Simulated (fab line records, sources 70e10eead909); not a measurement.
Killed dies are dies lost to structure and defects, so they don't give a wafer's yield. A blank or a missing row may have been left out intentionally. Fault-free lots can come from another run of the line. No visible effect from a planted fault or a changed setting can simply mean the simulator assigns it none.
A lot that was struck, set against a sound lot || flow nandHarc || 40 out of 1159 route steps
Sound: the wafers L646.2, L646.3, L646.4. Struck: wafers L660.1, L660.5 (left out: L660.3, a lot-mate that was not struck); the cause follows at the end.
For every step that has rows: the tool of each side, followed by ch and its chambers, followed by its first start. Under that, the readings that differ: sound wafers || struck wafers || difference of the means || sigmas: that difference in standard deviations of wafers without a fault.
alike: same words and numbers on both sides, and readings whose means sit less than 2 such deviations apart. not compared: any withheld reading, any reading some wafer has no value for, any bound like >300 that may hide the same value, and any number with overlapping values for which the record gives no deviation.
Wherever a step has rows on one side only, a row that says differs or no value, or a row with sigmas, the two part there. Non-overlapping numbers with no deviation appear without sigmas and do not part them. A reading that every wafer of one side lacks parts them only if that side has two wafers or more.

first, 2 steps without rows for these wafers: NHARC_A_STAIRCASE_SRD_154; NHARC_A_STAIRCASE_ETCH_403 (etches SiO2 in dHF, target depth 108.2 nm).
NHARC_A_STAIRCASE_ETCHBACK_422: etches the open film in CH3F/O2, target depth 40 nm, time 74.286 s.
  sound on rieDiel-13 ch 0,1, day 14 20:13; struck on rieDiel-13 ch 0,2, day 17 21:02
  alike: drypumpMotorCurrentA, oesProductAu, rfFwdPowerW, rfVppV, showerheadPlenumPTorr, throttleValvePct
  not compared: rfHoursCounterH
then, 3 steps without rows for these wafers: NHARC_A_STAIRCASE_ETCH_423 (etches SiO2 in dHF, target depth 30 nm); NHARC_A_STAIRCASE_ETCHBACK_157 (etches the open film in CH3F/O2, target depth 90 nm, time 167.14 s); NHARC_A_STAIRCASE_STRIP_475 (strips in O2, time 20 s).
NHARC_A_STAIRCASE_DEP_471: deposits SiO2, target thk 100 nm.
  sound on pecvd-03 ch 0,1,2, day 14 21:08; struck on pecvd-03 ch 1,2, day 17 21:42
  alike: heaterPowerOuterW, heaterPowerW, mfcPrecursorSccm, rfFwdPowerW, throttleValvePct
  not compared: sinceWetCleanH
then, 2 steps without rows for these wafers: NHARC_A_STAIRCASE_CMP_472 (polishes SiO2); NHARC_A_STAIRCASE_SRD_474.
NHARC_A_STAIRCASE_INSPECT_155:
  sound: defectInspect-01 at day 14 21:45; struck: defectInspect-02 at day 17 22:19
  alike: rawDefectCount
NHARC_A_SGD_CUT_DEP_00: deposits SiNx, target thk 50 nm.
  sound on pecvd-03 ch 0,1,2, day 14 21:49; struck on pecvd-01 ch 0,2, day 17 22:23
  alike: heaterPowerOuterW, heaterPowerW, rfFwdPowerW
  not compared: sinceWetCleanH
then, 10 steps without rows for these wafers: NHARC_A_SGD_CUT_DEHYDRATE_01 (time 120 s); NHARC_A_SGD_CUT_HMDS_02 (time 30 s); NHARC_A_SGD_CUT_COAT_56 (time 75 s); NHARC_A_SGD_CUT_COAT_57 (time 65 s); NHARC_A_SGD_CUT_COAT_03 (resist thk 90 nm); NHARC_A_SGD_CUT_SOFTBAKE_04 (time 55 s); NHARC_A_SGD_CUT_EBR_05; NHARC_A_SGD_CUT_EXPOSE_06 (exposes mask SGD); NHARC_A_SGD_CUT_PEB_07 (peb time 65 s); NHARC_A_SGD_CUT_DEVELOP_08 (develop time 35 s).
NHARC_A_SGD_CUT_CD_MEAS_09: the cd target is 100 nm.
  sound on cdSem-01 ch 0, day 14 22:32; struck on cdSem-02 ch 0, day 17 23:07
  alike: cdNm
NHARC_A_SGD_CUT_OVL_MEAS_10:
  sound: overlay-02 at day 14 22:37; struck: overlay-02 at day 17 23:12
{"reading": "overlayXNm (nm)", "sound": "-1.8 -2.1 -1.8", "struck": "0.0 -0.8", "difference": "+1.5", "sigmas": "+2"}
  alike: overlayYNm
NHARC_A_SGD_CUT_INSPECT_11:
  sound: defectInspect-02 at day 14 22:40; struck: defectInspect-02 at day 17 23:14
  alike: rawDefectCount
NHARC_A_SGD_CUT_DESCUM_14: chemistry O2, time 3 s.
  sound on rieDiel-01 ch 0,1,2, day 14 22:43; struck on rieDiel-01 ch 0,1, day 17 23:19
  alike: drypumpMotorCurrentA, oesProductAu, rfVppV, showerheadPlenumPTorr, throttleValvePct
  not compared: rfHoursCounterH
NHARC_A_SGD_CUT_ETCH_58: etches the open film in CF4, target depth 39 nm, time 65 s.
  sound on rieDiel-01 ch 0,1,2, day 14 22:49; struck on rieDiel-01 ch 1,3, day 17 23:23
  alike: drypumpMotorCurrentA, oesProductAu, rfFwdPowerW, rfVppV, showerheadPlenumPTorr, throttleValvePct
  not compared: rfHoursCounterH
NHARC_A_SGD_CUT_ETCH_59: etches the open film in N2/H2, target depth 260 nm, time 406.25 s.
  sound: rieDiel-01 ch 1,2,3; struck: rieDiel-01 ch 0,2
  alike: drypumpMotorCurrentA, oesProductAu, rfFwdPowerW, rfVppV, showerheadPlenumPTorr, throttleValvePct
  not compared: rfHoursCounterH
then, 12 steps without rows for these wafers: NHARC_A_SGD_CUT_ETCH_15 (etches the open film in CH3F/O2, target depth 75 nm, time 64.3 s); NHARC_A_SGD_CUT_ETCH_16 (etches the open film in C4F8/O2/Ar, target depth 310.5 nm, time 155.2 s); NHARC_A_SGD_CUT_STRIP_60 (strips in C4F8/O2/Ar); NHARC_A_SGD_CUT_STRIP_17 (strips in O2); NHARC_A_SGD_CUT_PRECLEAN_18 (cleans in SC1); NHARC_A_SGD_CUT_SRD_19; NHARC_A_SGD_CUT_DEP_20 (deposits SiO2, target thk 150 nm); NHARC_A_SGD_CUT_ANNEAL_27 (time 1800 s); NHARC_A_SGD_CUT_CMP_21 (polishes, target thk 148.19 nm); NHARC_A_SGD_CUT_SRD_23; NHARC_A_SGD_CUT_ETCH_26 (etches SiO2 in dHF, target depth 45.8 nm); NHARC_A_SGD_CUT_ETCHBACK_24 (etches the open film in CH3F/O2, target depth 50 nm, time 92.857 s).
-- break in the record here, with 6 days between the starts of the struck wafers on either side (left off in module A_SGD_CUT, picked up again in module END, where the first step shown is number 1159 on the route) --
NHARC_END_SORT_01:
  at this point the record logs the struck wafers (prober-02 ch 0, day 23 12:27) and has no rows for the sound ones

## WHERE THEY PART
At NHARC_A_SGD_CUT_OVL_MEAS_10 first; at NHARC_END_SORT_01 last (within this record only).

WHY: what the simulator had put in
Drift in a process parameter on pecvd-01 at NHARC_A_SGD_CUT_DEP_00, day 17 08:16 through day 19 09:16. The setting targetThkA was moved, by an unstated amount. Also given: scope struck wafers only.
